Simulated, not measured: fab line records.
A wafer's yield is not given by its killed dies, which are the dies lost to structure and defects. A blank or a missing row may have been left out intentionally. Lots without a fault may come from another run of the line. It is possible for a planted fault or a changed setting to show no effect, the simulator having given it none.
Split-lot trial / flow n5Finfet / 21 wafers read across 7 lots, on a route 1938 steps long

THE SPLIT ITSELF
At N5_BEOL_M3_ETCH_70 (etches SOC in N2/H2, target depth 80 nm, overetch 16 nm, time 120 s), the setting sourceW was moved away from the recipe's 840 W on 9 of the 21 wafers read, by -14.0% to +14.7%. For the rest of the wafers, this setting stayed at what the recipe calls for.

The reading is taken at the split's own step.

THE READING
rfVppV, in V, at N5_BEOL_M3_ETCH_70 (etches SOC in N2/H2, target depth 80 nm, overetch 16 nm, time 120 s). A value of 524.2 V with a standard deviation of 2.6 V is what fault-free wafers of this fab line usually give.

wafer=L075.1; tool, chamber at the split=rieDiel-03, 2; sourceW as run, W=963.8; against the recipe=+14.7%; rfVppV, V=497.8; against lot-mates on the recipe=-25.5
wafer=L075.4; tool, chamber at the split=rieDiel-03, 0; sourceW as run, W=840; against the recipe=recipe; rfVppV, V=523.3; against lot-mates on the recipe=-
wafer=L075.5; tool, chamber at the split=rieDiel-03, 1; sourceW as run, W=963.8; against the recipe=+14.7%; rfVppV, V=503.4; against lot-mates on the recipe=-19.9
wafer=L079.4; tool, chamber at the split=rieDiel-02, 1; sourceW as run, W=722.7; against the recipe=-14.0%; rfVppV, V=554.2; against lot-mates on the recipe=no lot-mate on the recipe
wafer=L079.5; tool, chamber at the split=rieDiel-02, 2; sourceW as run, W=722.7; against the recipe=-14.0%; rfVppV, V=548.5; against lot-mates on the recipe=no lot-mate on the recipe
wafer=L079.6; tool, chamber at the split=rieDiel-02, 1; sourceW as run, W=722.7; against the recipe=-14.0%; rfVppV, V=555.0; against lot-mates on the recipe=no lot-mate on the recipe
wafer=L085.2; tool, chamber at the split=rieDiel-06, 3; sourceW as run, W=840; against the recipe=recipe; rfVppV, V=528.5; against lot-mates on the recipe=-
wafer=L085.3; tool, chamber at the split=rieDiel-06, 0; sourceW as run, W=905.7; against the recipe=+7.8%; rfVppV, V=509.1; against lot-mates on the recipe=-19.4
wafer=L085.6; tool, chamber at the split=rieDiel-06, 1; sourceW as run, W=905.7; against the recipe=+7.8%; rfVppV, V=513.0; against lot-mates on the recipe=-15.5
wafer=L092.2; tool, chamber at the split=rieDiel-03, 0; sourceW as run, W=840; against the recipe=recipe; rfVppV, V=522.9; against lot-mates on the recipe=-
wafer=L092.3; tool, chamber at the split=rieDiel-03, 3; sourceW as run, W=840; against the recipe=recipe; rfVppV, V=522.9; against lot-mates on the recipe=-
wafer=L092.4; tool, chamber at the split=rieDiel-03, 1; sourceW as run, W=840; against the recipe=recipe; rfVppV, V=526.6; against lot-mates on the recipe=-
wafer=L093.4; tool, chamber at the split=rieDiel-03, 0; sourceW as run, W=793.5; against the recipe=-5.5%; rfVppV, V=531.6; against lot-mates on the recipe=+8.8
wafer=L093.5; tool, chamber at the split=rieDiel-03, 1; sourceW as run, W=793.5; against the recipe=-5.5%; rfVppV, V=536.7; against lot-mates on the recipe=+13.9
wafer=L093.6; tool, chamber at the split=rieDiel-03, 0; sourceW as run, W=840; against the recipe=recipe; rfVppV, V=522.8; against lot-mates on the recipe=-
wafer=L095.1; tool, chamber at the split=rieDiel-03, 0; sourceW as run, W=840; against the recipe=recipe; rfVppV, V=523.7; against lot-mates on the recipe=-
wafer=L095.4; tool, chamber at the split=rieDiel-03, 3; sourceW as run, W=840; against the recipe=recipe; rfVppV, V=521.2; against lot-mates on the recipe=-
wafer=L095.5; tool, chamber at the split=rieDiel-03, 2; sourceW as run, W=840; against the recipe=recipe; rfVppV, V=520.7; against lot-mates on the recipe=-
wafer=L097.2; tool, chamber at the split=rieDiel-03, 2; sourceW as run, W=840; against the recipe=recipe; rfVppV, V=521.3; against lot-mates on the recipe=-
wafer=L097.3; tool, chamber at the split=rieDiel-03, 0; sourceW as run, W=840; against the recipe=recipe; rfVppV, V=520.2; against lot-mates on the recipe=-
wafer=L097.5; tool, chamber at the split=rieDiel-03, 0; sourceW as run, W=840; against the recipe=recipe; rfVppV, V=522.9; against lot-mates on the recipe=-

FIT RESULTS
A straight line over all 21 wafers: rfVppV changes by -1.83 V for each +1% of sourceW; r = -0.98; the points scatter about the line by 3.1 V.
The same after taking each lot's own level away (the mean of its wafers on the recipe; 18 wafers): -1.73 V for each +1%; r = -0.97; scatter 2.6 V.
On that fit, the largest move of sourceW shifts the reading by 26 V.
Measured against the standard deviation above, the lots' own levels, which go from 521.47 to 528.50 V, span 2.7 times it.
So the lot-to-lot level changes the slope little: the two slopes agree.
Check: for one of the wafers moved furthest among these (+14.7%), held out of the fit, the line's prediction against its lot-mates is -25.4 V. It came out at -25.5 V against them.
Tool readings at the split's step, against how far the setting was moved: rfVppV r = -0.98.

ADDITIONAL SPLITS CARRIED BY THESE WAFERS
Before the reading, these wafers also passed through other splits. Each is held against what the fit with the lots' levels taken away leaves over:
other split on the same wafers=N5_BEOL_M0_SAQP_PEB_12 pebTimeS; wafers away from the commonest value=5; r with rfVppV (lot level and that fit taken away)=-0.06
other split on the same wafers=N5_BEOL_M1_PECVD_72 tempC; wafers away from the commonest value=7; r with rfVppV (lot level and that fit taken away)=+0.46
other split on the same wafers=N5_BEOL_M1_COAT_61 spinRpm; wafers away from the commonest value=7; r with rfVppV (lot level and that fit taken away)=-0.25
other split on the same wafers=N5_BEOL_M1_TRENCH_ETCH_37 timeS; wafers away from the commonest value=5; r with rfVppV (lot level and that fit taken away)=-0.13
other split on the same wafers=N5_BEOL_M1_ALD_84 aldCycles; wafers away from the commonest value=6; r with rfVppV (lot level and that fit taken away)=-0.07

FILE'S OWN FIT
rfVppV changes by -1.73 V for each +1% of sourceW, r = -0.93.
